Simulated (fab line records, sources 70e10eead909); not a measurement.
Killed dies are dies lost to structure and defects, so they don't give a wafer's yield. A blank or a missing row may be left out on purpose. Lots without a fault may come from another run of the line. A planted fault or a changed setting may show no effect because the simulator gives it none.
Which tool did it? | flow nand_harc | 6 lots, 18 wafers sampled, at 2 steps of a route of 1302

WHAT THE GAUGES READ, wafer by wafer
NHARC_P_ZERO_WELL_CD_MEAS_24: target cd 720 nm.
lot  | measured     | on        | cd_nm (nm)
L985 | day 3 14:47  | cd_sem-01 | 718.4 717.2 718.0
L988 | day 4 20:19  | cd_sem-02 | 722.0 721.5 717.9
L995 | day 7 18:31  | cd_sem-01 | 722.2 719.2 718.9
L997 | day 8 14:35  | cd_sem-03 | 718.7 718.0 718.0
L999 | day 9 10:37  | cd_sem-02 | 719.0 721.9 718.9
L101 | day 10 06:43 | cd_sem-02 | 719.8 719.0 717.6

WHICH TOOL RAN EACH LOT (tool, then ch and the chambers of the sampled wafers, then the start)
lot  | NHARC_P_ZERO_WELL_SOFTBAKE_06
L985 | litho_track-05 ch 0, day 3 12:00
L988 | litho_track-05 ch 0, day 4 18:00
L995 | litho_track-07 ch 0, day 7 16:00
L997 | litho_track-03 ch 0, day 8 12:00
L999 | litho_track-03 ch 0, day 9 08:00
L101 | litho_track-05 ch 0, day 10 04:00
- NHARC_P_ZERO_WELL_SOFTBAKE_06: time 70 s.

THE ANSWER, worked out from the rows above alone
Rule: what is usual is taken from the lots themselves. Put in order of their means at a reading, lots are off if they are a third of the lots or fewer, leave a main group of 4 or more, and stand apart from it by a gap of 3 or more times the standard deviation of the main group's means; of several such gaps the widest counts. A main group whose means are all the same, to the digits that the tables above print for the reading, isn't used. A lot without any number at a reading at which 4 lots or more have one is off too. The other lots that the step has rows for count as sound.
No lot is off at any reading shown: from this, nothing can be told.

WHAT THE SIMULATOR HAD PUT IN
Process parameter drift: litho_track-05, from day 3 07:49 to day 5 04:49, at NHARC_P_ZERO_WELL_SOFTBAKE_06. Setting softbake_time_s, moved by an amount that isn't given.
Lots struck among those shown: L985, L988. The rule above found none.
